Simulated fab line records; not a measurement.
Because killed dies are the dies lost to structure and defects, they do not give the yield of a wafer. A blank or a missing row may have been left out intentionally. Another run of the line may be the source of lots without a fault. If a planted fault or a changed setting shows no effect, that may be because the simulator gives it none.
Split-lot study | flow n5 finfet | 7 lots, 21 wafers read, on a route of 1938 steps

== ON THE SPLIT ==
At N5_HKMG_FIN_EXPOSE_46 (exposes mask NDIPOLE), the setting dose mj was moved away from the recipe's 40 on 4 of the 21 wafers read, by -5.3% to +4.6%. The other wafers ran this setting at the recipe's value.

== FROM THE SPLIT TO THE READING: what the file shows between them, 2 steps ==
- N5_HKMG_FIN_PEB_47: peb time 60 s
- N5_HKMG_FIN_DEVELOP_48: develop time 30 s

== THE READING ==
cd nm at N5_HKMG_FIN_CD_MEAS_49, given in nm (cd target 202 nm). Typical for fault-free wafers on this fab line: 202.5 nm, with standard deviation 0.7 nm.

wafer  | tool, chamber at the split | dose mj as run | against the recipe | cd nm, nm | against lot-mates on the recipe
L075.1 | arfi scanner-02, 0         | 40             | recipe             | 202.9     | -
L075.3 | arfi scanner-02, 0         | 40             | recipe             | 203.3     | -
L075.5 | arfi scanner-02, 0         | 40             | recipe             | 202.4     | -
L076.1 | arfi scanner-03, 0         | 40             | recipe             | 201.5     | -
L076.2 | arfi scanner-03, 0         | 40             | recipe             | 202.1     | -
L076.4 | arfi scanner-03, 0         | 40             | recipe             | 201.7     | -
L079.1 | arfi scanner-03, 0         | 40             | recipe             | 203.0     | -
L079.2 | arfi scanner-03, 0         | 40             | recipe             | 203.0     | -
L079.4 | arfi scanner-03, 0         | 40             | recipe             | 203.0     | -
L084.4 | arfi scanner-02, 0         | 41.82          | +4.6%              | 205.9     | +3.9
L084.5 | arfi scanner-02, 0         | 40             | recipe             | 202.0     | -
L084.6 | arfi scanner-02, 0         | 41.82          | +4.6%              | 205.1     | +3.1
L088.1 | arfi scanner-02, 0         | 40             | recipe             | 202.9     | -
L088.2 | arfi scanner-02, 0         | 40             | recipe             | 202.7     | -
L088.4 | arfi scanner-02, 0         | 40             | recipe             | 202.8     | -
L094.1 | arfi scanner-03, 0         | 40             | recipe             | 202.5     | -
L094.5 | arfi scanner-03, 0         | 37.88          | -5.3%              | 199.0     | -3.5
L094.6 | arfi scanner-03, 0         | 37.88          | -5.3%              | 200.0     | -2.5
L096.1 | arfi scanner-03, 0         | 40             | recipe             | 202.5     | -
L096.4 | arfi scanner-03, 0         | 40             | recipe             | 202.1     | -
L096.6 | arfi scanner-03, 0         | 40             | recipe             | 203.1     | -

THE FIT
A straight line over all 21 wafers: cd nm changes by +0.607 nm for each +1% of dose mj; r = +0.93; the points scatter about the line by 0.53 nm.
The same after taking each lot's own level away (the mean of its wafers on the recipe; 21 wafers): +0.654 nm for each +1%; r = +0.97; scatter 0.38 nm.
Per that fit: largest dose mj move, reading shift of 3.5 nm.
From 201.77 to 203.00 nm: that is the span of the lots' own levels, equal to 1.8 times the standard deviation above.
Consequently the slope shifts little with the lot-to-lot level, the two slopes agreeing.
Check: with one of the wafers moved furthest among these (-5.3%) left out of the fit, the line predicts -3.31 nm for it against its lot-mates. It came out at -3.5 nm against them.

== THE OTHER SPLITS THESE WAFERS WENT THROUGH ==
These wafers also went through other splits before the reading. Each is held against what the fit with the lots' levels taken away leaves over:
other split on the same wafers     | wafers away from the commonest value | r with cd nm (lot level and that fit taken away)
N5_SD_EPI_N_PEB_07 peb temp c      | 8                                    | +0.01
N5_SD_EPI_N_ETCH_16 target depth a | 6                                    | -0.17
N5_SDB_COAT_05 spin rpm            | 7                                    | +0.40
N5_HKMG_FIN_COAT_43 spin rpm       | 10                                   | -0.06

== THE FILE'S OWN FIT ==
cd nm changes by +0.647 nm for each +1% of dose mj, r = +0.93.
